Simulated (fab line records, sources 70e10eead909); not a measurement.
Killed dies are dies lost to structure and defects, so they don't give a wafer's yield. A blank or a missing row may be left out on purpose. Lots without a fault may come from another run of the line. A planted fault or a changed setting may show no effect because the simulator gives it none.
Which tool did it? | flow nand_harc | 23 lots, 69 wafers sampled, at 6 steps of a route of 1302

WHAT THE GAUGES READ, wafer by wafer
The record holds no reading of a measuring or inspecting step that can be judged against a usual standard deviation.

WHICH TOOL RAN EACH LOT (tool, then ch and the chambers of the sampled wafers, then the start)
lot  | NHARC_A_STAIRCASE_ETCH_192                    | NHARC_A_STAIRCASE_TRIM_196         | NHARC_A_STAIRCASE_TRIM_226                    | NHARC_A_STAIRCASE_ETCH_232                    | NHARC_A_STAIRCASE_DEP_280       | NHARC_A_STAIRCASE_ETCH_315
L074 | rie_diel-02 ch 1,2,3, day 15 19:32 or earlier | rie_diel-13 ch 2,3, day 15 19:32   | rie_diel-11 ch 0,1,3, day 16 13:17 or earlier | rie_diel-13 ch 1,3, day 16 13:17 or earlier   | pecvd-04 ch 1,2, day 16 13:17   | rie_diel-13 ch 2,3, no start
L075 | rie_diel-02 ch 1,3, day 16 10:04 or earlier   | rie_diel-13 ch 1,2,3, day 16 10:04 | rie_diel-13 ch 1,3, day 17 05:06 or earlier   | rie_diel-11 ch 0,2, day 17 05:06 or earlier   | pecvd-04 ch 0,2, day 17 05:06   | rie_diel-11 ch 0,1,3, no start
L077 | rie_diel-11 ch 0,1,2, day 17 04:34 or earlier | rie_diel-11 ch 0,1,3, day 17 04:34 | rie_diel-13 ch 0,1,2, day 18 03:35 or earlier | rie_diel-11 ch 0,1,2, day 18 03:35 or earlier | pecvd-04 ch 0,1,2, day 18 03:35 | rie_diel-13 ch 0,2,3, no start
L076 | rie_diel-11 ch 0,3, day 17 04:55 or earlier   | rie_diel-11 ch 0,2,3, day 17 04:55 | rie_diel-13 ch 1,2,3, day 18 04:23 or earlier | rie_diel-13 ch 0,1,2, day 18 04:23 or earlier | pecvd-01 ch 0,1,2, day 18 04:23 | rie_diel-02 ch 0,2,3, no start
L078 | rie_diel-02 ch 0,1,3, day 17 20:04 or earlier | rie_diel-02 ch 0,1,3, day 17 20:04 | rie_diel-11 ch 0,2, day 18 14:22 or earlier   | rie_diel-13 ch 0,1,2, day 18 14:22 or earlier | pecvd-03 ch 0,1,2, day 18 14:22 | rie_diel-13 ch 0,3, no start
L079 | rie_diel-02 ch 1,3, day 18 02:24 or earlier   | rie_diel-13 ch 0,2, day 18 02:24   | rie_diel-11 ch 2, day 18 23:18 or earlier     | rie_diel-11 ch 0,2, day 18 23:18 or earlier   | pecvd-04 ch 0,1,2, day 18 23:18 | rie_diel-13 ch 0,2,3, no start
L080 | rie_diel-13 ch 0,1, day 18 15:55 or earlier   | rie_diel-13 ch 0,2, day 18 15:55   | rie_diel-13 ch 0,2,3, day 19 13:05 or earlier | rie_diel-13 ch 0,1,3, day 19 13:05 or earlier | pecvd-01 ch 0,1, day 19 13:05   | rie_diel-11 ch 0,1,2, no start
L081 | rie_diel-13 ch 0,1,2, day 18 16:37 or earlier | rie_diel-02 ch 0,1, day 18 16:37   | rie_diel-02 ch 0,1,2, day 19 14:56 or earlier | rie_diel-11 ch 0,2, day 19 14:56 or earlier   | pecvd-04 ch 0,1,2, day 19 14:56 | rie_diel-11 ch 1,2,3, no start
L083 | rie_diel-13 ch 0,1,3, day 19 07:50 or earlier | rie_diel-13 ch 0,2,3, day 19 07:50 | rie_diel-11 ch 0,2, day 20 02:40 or earlier   | rie_diel-11 ch 0,1, day 20 02:40 or earlier   | pecvd-01 ch 0,1,2, day 20 02:40 | rie_diel-02 ch 0,1,2, no start
L082 | rie_diel-02 ch 0,1, day 19 08:13 or earlier   | rie_diel-02 ch 0,1, day 19 08:13   | rie_diel-02 ch 1,2, day 20 04:04 or earlier   | rie_diel-02 ch 0,1, day 20 04:04 or earlier   | pecvd-03 ch 0,1,2, day 20 04:04 | rie_diel-02 ch 1,2,3, no start
L084 | rie_diel-13 ch 1,2, day 20 03:46 or earlier   | rie_diel-13 ch 0,1, day 20 03:46   | rie_diel-11 ch 0,1, day 20 19:21 or earlier   | rie_diel-13 ch 1,2, day 20 19:21 or earlier   | pecvd-04 ch 1,2, day 20 19:21   | rie_diel-13 ch 0,1, no start
L085 | rie_diel-13 ch 1,2, day 20 10:34 or earlier   | rie_diel-13 ch 2,3, day 20 10:34   | rie_diel-13 ch 1,2, day 21 03:23 or earlier   | rie_diel-13 ch 1,3, day 21 03:23 or earlier   | pecvd-03 ch 0,1,2, day 21 03:23 | rie_diel-13 ch 0,2,3, no start
L086 | rie_diel-11 ch 1,2,3, day 21 00:57 or earlier | rie_diel-13 ch 0,1, day 21 00:57   | rie_diel-02 ch 0,1, day 21 19:29 or earlier   | rie_diel-11 ch 0,2, day 21 19:29 or earlier   | pecvd-03 ch 0,1, day 21 19:29   | rie_diel-11 ch 0,1,2, no start
L087 | rie_diel-13 ch 0,1,3, day 21 13:55 or earlier | rie_diel-13 ch 0,1, day 21 13:55   | rie_diel-11 ch 0,1,3, day 22 10:54 or earlier | rie_diel-13 ch 0,1,2, day 22 10:54 or earlier | pecvd-03 ch 0,1, day 22 10:54   | rie_diel-02 ch 1,3, no start
L088 | rie_diel-11 ch 0,2,3, day 22 08:31 or earlier | rie_diel-13 ch 0,2,3, day 22 08:31 | rie_diel-02 ch 0,2,3, day 23 02:08 or earlier | rie_diel-02 ch 0,2,3, day 23 02:08 or earlier | pecvd-04 ch 0,1,2, day 23 02:08 | rie_diel-11 ch 1,2,3, no start
L089 | rie_diel-02 ch 0,1, day 22 09:28 or earlier   | rie_diel-11 ch 0,1,3, day 22 09:28 | rie_diel-13 ch 2,3, day 23 03:20 or earlier   | rie_diel-13 ch 0,2,3, day 23 03:20 or earlier | pecvd-01 ch 0,1,2, day 23 03:20 | rie_diel-02 ch 0,1, no start
L091 | rie_diel-02 ch 0,2,3, day 22 19:59 or earlier | rie_diel-11 ch 0,2,3, day 22 19:59 | rie_diel-02 ch 0,2,3, day 23 14:08 or earlier | rie_diel-02 ch 0,1,2, day 23 14:08 or earlier | pecvd-04 ch 0,1,2, day 23 14:08 | rie_diel-11 ch 0,1,2, no start
L090 | rie_diel-02 ch 1,2,3, day 22 20:25 or earlier | rie_diel-02 ch 0,3, day 22 20:25   | rie_diel-11 ch 0,2,3, day 23 12:21 or earlier | rie_diel-11 ch 1,2,3, day 23 12:21 or earlier | pecvd-03 ch 0,1, day 23 12:21   | rie_diel-13 ch 1,2, no start
L092 | rie_diel-13 ch 0,1,2, day 23 22:37 or earlier | rie_diel-13 ch 0,1, day 23 22:37   | rie_diel-02 ch 0,1, day 24 23:12 or earlier   | rie_diel-13 ch 1,2, day 24 23:12 or earlier   | pecvd-03 ch 0,2, day 24 23:12   | rie_diel-13 ch 0,2, no start
L094 | rie_diel-13 ch 1,2, day 24 06:30 or earlier   | rie_diel-02 ch 0,2, day 24 06:30   | rie_diel-13 ch 1,2, day 25 03:35 or earlier   | rie_diel-11 ch 1,3, day 25 03:35 or earlier   | pecvd-04 ch 0,1,2, day 25 03:35 | rie_diel-11 ch 0,2,3, no start
L095 | rie_diel-11 ch 0,1,2, day 25 00:30 or earlier | rie_diel-13 ch 0,2, day 25 00:30   | rie_diel-02 ch 0,2, day 25 22:08 or earlier   | rie_diel-11 ch 0,3, day 25 22:08 or earlier   | pecvd-01 ch 0,2, day 25 22:08   | rie_diel-13 ch 0,2, no start
L096 | rie_diel-11 ch 2,3, day 25 12:18 or earlier   | rie_diel-11 ch 0,1, day 25 12:18   | rie_diel-13 ch 0,1, day 26 08:10 or earlier   | rie_diel-13 ch 0,1, day 26 08:10 or earlier   | pecvd-01 ch 0,1, day 26 08:10   | rie_diel-13 ch 1,2, no start
L097 | rie_diel-11 ch 0,1,2, day 25 20:20 or earlier | rie_diel-02 ch 0,2,3, day 25 20:20 | rie_diel-13 ch 0,2, day 26 12:40 or earlier   | rie_diel-13 ch 0,1, day 26 12:40 or earlier   | pecvd-04 ch 0,2, day 26 12:40   | rie_diel-13 ch 0,1,2, no start
- NHARC_A_STAIRCASE_ETCH_192: etches the open film in C4F8/O2, target depth 100 nm, time 40.5 s.
- NHARC_A_STAIRCASE_TRIM_196: chemistry O2, time 211.2 s.
- NHARC_A_STAIRCASE_TRIM_226: chemistry O2, time 211.2 s.
- NHARC_A_STAIRCASE_ETCH_232: etches the open film in C4F8/O2, target depth 100 nm, time 40.5 s.
- NHARC_A_STAIRCASE_DEP_280: deposits SiON, target thk 30 nm.
- NHARC_A_STAIRCASE_ETCH_315: etches the open film in C4F8/O2/Ar, target depth 2500 nm, time 607.1 s.

WHAT THE TOOLS THEMSELVES READ (means of the sampled wafers that have a number; where no wafer has one, the mark that the record gives instead)
NHARC_A_STAIRCASE_ETCH_192. Usual: oes_product_au 0.938 a.u., standard deviation 0.011; rf_fwd_power_W 591.9 W, standard deviation 3; rf_vpp_V 895 V, standard deviation 4.
lot  | tool        | oes_product_au (a.u.) | rf_fwd_power_W (W) | rf_vpp_V (V) | flag
L074 | rie_diel-02 | 0.934                 | 592.6              | 896          |
L075 | rie_diel-02 | 0.944                 | 592.6              | 895          |
L077 | rie_diel-11 | 0.939                 | 591.8              | 895          |
L076 | rie_diel-11 | 0.951                 | 588.0              | 890          |
L078 | rie_diel-02 | 0.946                 | 593.3              | 897          |
L079 | rie_diel-02 | 0.938                 | 591.4              | 897          |
L080 | rie_diel-13 | 0.931                 | 592.4              | 894          |
L081 | rie_diel-13 | 0.933                 | 592.2              | 895          |
L083 | rie_diel-13 | 0.919                 | 592.3              | 897          |
L082 | rie_diel-02 | 0.952                 | 591.6              | 898          |
L084 | rie_diel-13 | 0.950                 | 591.6              | 891          |
L085 | rie_diel-13 | 0.954                 | 595.0              | 893          |
L086 | rie_diel-11 | 0.936                 | 592.9              | 894          |
L087 | rie_diel-13 | 0.940                 | 590.9              | 895          |
L088 | rie_diel-11 | 0.934                 | 590.2              | 893          |
L089 | rie_diel-02 | 0.933                 | 593.5              | 898          |
L091 | rie_diel-02 | 0.933                 | 594.1              | 895          |
L090 | rie_diel-02 | 0.942                 | 592.5              | 896          |
L092 | rie_diel-13 | 0.933                 | 591.1              | 896          |
L094 | rie_diel-13 | 0.930                 | 592.2              | 893          |
L095 | rie_diel-11 | 0.944                 | 592.0              | 895          |
L096 | rie_diel-11 | 0.943                 | 593.3              | 895          |
L097 | rie_diel-11 | 0.943                 | 590.1              | 895          |

NHARC_A_STAIRCASE_TRIM_196. Usual: drypump_motor_current_A 5.7 A, standard deviation 0.51; o2_flow_sccm 499.9 sccm, standard deviation 1.5; oes_product_au 0.999 a.u., standard deviation 0.012; rf_vpp_V 57.7 V, standard deviation 0.76; showerhead_plenum_p_Torr 3.50 Torr, standard deviation 0.11; throttle_valve_pct 17.037 %, standard deviation 0.0083.
lot  | tool        | drypump_motor_current_A (A) | o2_flow_sccm (sccm) | oes_product_au (a.u.) | rf_vpp_V (V) | showerhead_plenum_p_Torr (Torr) | throttle_valve_pct (%) | flag
L074 | rie_diel-13 | 5.4                         | 500.3               | 1.008                 | 57.5         | 3.54                            | 17.042                 |
L075 | rie_diel-13 | 5.6                         | 499.0               | 1.004                 | 57.7         | 3.49                            | 17.037                 |
L077 | rie_diel-11 | 6.1                         | 499.5               | 1.004                 | 57.8         | 3.43                            | 17.035                 |
L076 | rie_diel-11 | 6.1                         | 499.7               | 1.004                 | 57.5         | 3.45                            | 17.041                 |
L078 | rie_diel-02 | 5.6                         | 499.1               | 0.998                 | 57.2         | 3.54                            | 17.036                 |
L079 | rie_diel-13 | 5.2                         | 500.9               | 1.008                 | 58.3         | 3.56                            | 17.026                 |
L080 | rie_diel-13 | 5.4                         | 499.3               | 1.007                 | 57.0         | 3.62                            | 17.033                 |
L081 | rie_diel-02 | 5.9                         | 499.6               | 0.993                 | 58.0         | 3.59                            | 17.045                 |
L083 | rie_diel-13 | 5.6                         | 499.1               | 1.001                 | 58.1         | 3.58                            | 17.038                 |
L082 | rie_diel-02 | 5.5                         | 497.7               | 0.995                 | 58.4         | 3.57                            | 17.034                 |
L084 | rie_diel-13 | 5.6                         | 500.7               | 1.000                 | 58.6         | 3.57                            | 17.039                 |
L085 | rie_diel-13 | 5.9                         | 499.1               | 1.008                 | 57.5         | 3.54                            | 17.034                 |
L086 | rie_diel-13 | 5.6                         | 500.2               | 0.990                 | 58.0         | 3.46                            | 17.039                 |
L087 | rie_diel-13 | 5.6                         | 499.8               | 0.994                 | 57.3         | 3.46                            | 17.037                 |
L088 | rie_diel-13 | 5.6                         | 500.3               | 1.017                 | 58.3         | 3.57                            | 17.036                 |
L089 | rie_diel-11 | 6.1                         | 499.5               | 0.992                 | 57.5         | 3.41                            | 17.040                 |
L091 | rie_diel-11 | 6.1                         | 500.5               | 0.991                 | 57.3         | 3.42                            | 17.032                 |
L090 | rie_diel-02 | 5.2                         | 501.2               | 0.990                 | 57.4         | 3.47                            | 17.038                 |
L092 | rie_diel-13 | 5.6                         | 499.2               | 0.984                 | 58.4         | 3.56                            | 17.042                 |
L094 | rie_diel-02 | 5.9                         | 501.4               | 1.001                 | 57.6         | 3.48                            | 17.036                 |
L095 | rie_diel-13 | 5.2                         | 498.9               | 0.995                 | 57.8         | 3.54                            | 17.039                 |
L096 | rie_diel-11 | 6.2                         | 500.7               | 0.988                 | 57.1         | 3.43                            | 17.032                 |
L097 | rie_diel-02 | 5.5                         | 498.9               | 1.004                 | 57.5         | 3.47                            | 17.032                 |

NHARC_A_STAIRCASE_TRIM_226. Usual: drypump_motor_current_A 5.7 A, standard deviation 0.54; o2_flow_sccm 499.8 sccm, standard deviation 1.5; oes_product_au 0.997 a.u., standard deviation 0.01; rf_vpp_V 57.8 V, standard deviation 0.81; showerhead_plenum_p_Torr 3.50 Torr, standard deviation 0.098; throttle_valve_pct 17.036 %, standard deviation 0.0085.
lot  | tool        | drypump_motor_current_A (A) | o2_flow_sccm (sccm) | oes_product_au (a.u.) | rf_vpp_V (V) | showerhead_plenum_p_Torr (Torr) | throttle_valve_pct (%) | flag
L074 | rie_diel-11 | 6.1                         | 500.8               | 0.997                 | 57.8         | 3.44                            | 17.042                 |
L075 | rie_diel-13 | 5.8                         | 498.8               | 1.000                 | 57.4         | 3.45                            | 17.040                 |
L077 | rie_diel-13 | 5.4                         | 501.2               | 1.002                 | 58.5         | 3.52                            | 17.041                 |
L076 | rie_diel-13 | 5.6                         | 499.7               | 1.001                 | 57.4         | 3.49                            | 17.035                 |
L078 | rie_diel-11 | 6.2                         | 499.5               | 1.003                 | 57.4         | 3.48                            | 17.037                 |
L079 | rie_diel-11 | 5.6                         | 499.7               | 0.995                 | 57.7         | 3.60                            | 17.027                 |
L080 | rie_diel-13 | 5.7                         | 501.5               | 1.003                 | 57.9         | 3.59                            | 17.040                 |
L081 | rie_diel-02 | 5.9                         | 499.7               | 0.989                 | 57.4         | 3.54                            | 17.025                 |
L083 | rie_diel-11 | 6.2                         | 499.6               | 0.982                 | 58.8         | 3.47                            | 17.035                 |
L082 | rie_diel-02 | 6.3                         | 500.0               | 0.996                 | 57.5         | 3.56                            | 17.036                 |
L084 | rie_diel-11 | 6.2                         | 500.9               | 0.982                 | 58.0         | 3.45                            | 17.038                 |
L085 | rie_diel-13 | 5.4                         | 499.3               | 1.000                 | 57.7         | 3.40                            | 17.035                 |
L086 | rie_diel-02 | 5.5                         | 500.9               | 0.999                 | 58.1         | 3.56                            | 17.035                 |
L087 | rie_diel-11 | 6.1                         | 497.0               | 0.993                 | 57.0         | 3.41                            | 17.030                 |
L088 | rie_diel-02 | 5.6                         | 500.1               | 0.996                 | 57.8         | 3.49                            | 17.033                 |
L089 | rie_diel-13 | 5.9                         | 499.7               | 1.001                 | 58.1         | 3.54                            | 17.033                 |
L091 | rie_diel-02 | 5.6                         | 501.5               | 1.001                 | 58.2         | 3.48                            | 17.039                 |
L090 | rie_diel-11 | 6.1                         | 498.5               | 0.994                 | 57.3         | 3.42                            | 17.043                 |
L092 | rie_diel-02 | 5.9                         | 498.3               | 0.996                 | 57.6         | 3.56                            | 17.035                 |
L094 | rie_diel-13 | 5.4                         | 498.7               | 0.995                 | 57.4         | 3.39                            | 17.042                 |
L095 | rie_diel-02 | 6.0                         | 500.4               | 1.014                 | 57.6         | 3.48                            | 17.036                 |
L096 | rie_diel-13 | 5.6                         | 500.8               | 0.994                 | 57.4         | 3.44                            | 17.034                 |
L097 | rie_diel-13 | 5.4                         | 498.8               | 0.982                 | 58.4         | 3.59                            | 17.038                 |

NHARC_A_STAIRCASE_ETCH_232. Usual: oes_product_au 0.941 a.u., standard deviation 0.012; rf_fwd_power_W 592 W, standard deviation 3.2; rf_vpp_V 895 V, standard deviation 4.
lot  | tool        | oes_product_au (a.u.) | rf_fwd_power_W (W) | rf_vpp_V (V) | flag
L074 | rie_diel-13 | 0.943                 | 592                | 893          |
L075 | rie_diel-11 | 0.939                 | 588                | 895          |
L077 | rie_diel-11 | 0.952                 | 591                | 897          |
L076 | rie_diel-13 | 0.945                 | 591                | 895          |
L078 | rie_diel-13 | 0.934                 | 595                | 896          |
L079 | rie_diel-11 | 0.944                 | 592                | 896          |
L080 | rie_diel-13 | 0.932                 | 590                | 897          |
L081 | rie_diel-11 | 0.942                 | 590                | 894          |
L083 | rie_diel-11 | 0.934                 | 594                | 895          |
L082 | rie_diel-02 | 0.934                 | 595                | 897          |
L084 | rie_diel-13 | 0.950                 | 594                | 893          |
L085 | rie_diel-13 | 0.941                 | 588                | 895          |
L086 | rie_diel-11 | 0.949                 | 590                | 896          |
L087 | rie_diel-13 | 0.944                 | 595                | 895          |
L088 | rie_diel-02 | 0.937                 | 592                | 895          |
L089 | rie_diel-13 | 0.953                 | 592                | 897          |
L091 | rie_diel-02 | 0.949                 | 594                | 896          |
L090 | rie_diel-11 | 0.938                 | 593                | 893          |
L092 | rie_diel-13 | 0.927                 | 591                | 891          |
L094 | rie_diel-11 | 0.938                 | 591                | 890          |
L095 | rie_diel-11 | 0.919                 | 586                | 889          |
L096 | rie_diel-13 | 0.938                 | 592                | 896          |
L097 | rie_diel-13 | 0.940                 | 591                | 893          |

NHARC_A_STAIRCASE_DEP_280. Usual: heater_power_w 737 W, standard deviation 100; rf_fwd_power_W 348.2 W, standard deviation 1.2.
lot  | tool     | heater_power_w (W) | rf_fwd_power_W (W) | flag
L074 | pecvd-04 | 660                | 347.6              |
L075 | pecvd-04 | 793                | 347.5              |
L077 | pecvd-04 | 751                | 347.8              |
L076 | pecvd-01 | 707                | 348.9              |
L078 | pecvd-03 | 801                | 348.6              |
L079 | pecvd-04 | 744                | 346.9              |
L080 | pecvd-01 | 796                | 348.8              |
L081 | pecvd-04 | 771                | 347.1              |
L083 | pecvd-01 | 704                | 347.5              |
L082 | pecvd-03 | 727                | 349.4              |
L084 | pecvd-04 | 688                | 347.9              |
L085 | pecvd-03 | 749                | 348.0              |
L086 | pecvd-03 | 732                | 349.6              |
L087 | pecvd-03 | 663                | 348.8              |
L088 | pecvd-04 | 700                | 348.0              |
L089 | pecvd-01 | 708                | 348.5              |
L091 | pecvd-04 | 696                | 348.4              |
L090 | pecvd-03 | 749                | 349.6              |
L092 | pecvd-03 | 834                | 348.3              |
L094 | pecvd-04 | 706                | 347.5              |
L095 | pecvd-01 | 671                | 346.4              |
L096 | pecvd-01 | 743                | 348.2              |
L097 | pecvd-04 | 827                | 347.7              |

NHARC_A_STAIRCASE_ETCH_315. Usual: oes_product_au 0.927 a.u., standard deviation 0.01; rf_fwd_power_W 599.4 W, standard deviation 1.9; rf_vpp_V 1824 V, standard deviation 8.4.
lot  | tool        | oes_product_au (a.u.) | rf_fwd_power_W (W) | rf_vpp_V (V) | flag
L074 | rie_diel-13 | 0.935                 | 598.4              | 1829         |
L075 | rie_diel-11 | 0.938                 | 599.6              | 1820         |
L077 | rie_diel-13 | 0.937                 | 600.0              | 1832         |
L076 | rie_diel-02 | 0.936                 | 599.4              | 1824         |
L078 | rie_diel-13 | 0.930                 | 601.4              | 1834         |
L079 | rie_diel-13 | 0.935                 | 599.9              | 1830         |
L080 | rie_diel-11 | 0.922                 | 600.0              | 1825         |
L081 | rie_diel-11 | 0.936                 | 599.9              | 1823         |
L083 | rie_diel-02 | 0.930                 | 599.7              | 1827         |
L082 | rie_diel-02 | 0.925                 | 599.9              | 1826         |
L084 | rie_diel-13 | 0.917                 | 600.5              | 1822         |
L085 | rie_diel-13 | 0.935                 | 600.1              | 1830         |
L086 | rie_diel-11 | 0.917                 | 598.5              | 1825         |
L087 | rie_diel-02 | 0.922                 | 597.9              | 1824         |
L088 | rie_diel-11 | 0.929                 | 598.9              | 1822         |
L089 | rie_diel-02 | 0.934                 | 600.2              | 1829         |
L091 | rie_diel-11 | 0.925                 | 597.4              | 1825         |
L090 | rie_diel-13 | 0.940                 | 598.2              | 1817         |
L092 | rie_diel-13 | 0.927                 | 598.6              | 1831         |
L094 | rie_diel-11 | 0.916                 | 598.5              | 1818         |
L095 | rie_diel-13 | 0.916                 | 597.7              | 1830         |
L096 | rie_diel-13 | 0.927                 | 599.8              | 1816         |
L097 | rie_diel-13 | 0.926                 | 599.4              | 1823         |

THE ANSWER, worked out from the rows above alone
Rule: a lot is off if the mean of its wafers that have a number lies more than 3 standard deviations from the usual mean. A lot without any number at a reading at which 4 lots or more have one is off too. The other lots that the step has rows for count as sound. The gauges are gone through in route order, then the tools' own readings, and for those a lot's mean is taken as printed above. The first step at which some lot is off is used, and at that step the reading that is off furthest; a lot without a number counts as furthest.
No lot is off at any reading shown: from this, nothing can be told.

WHAT THE SIMULATOR HAD PUT IN
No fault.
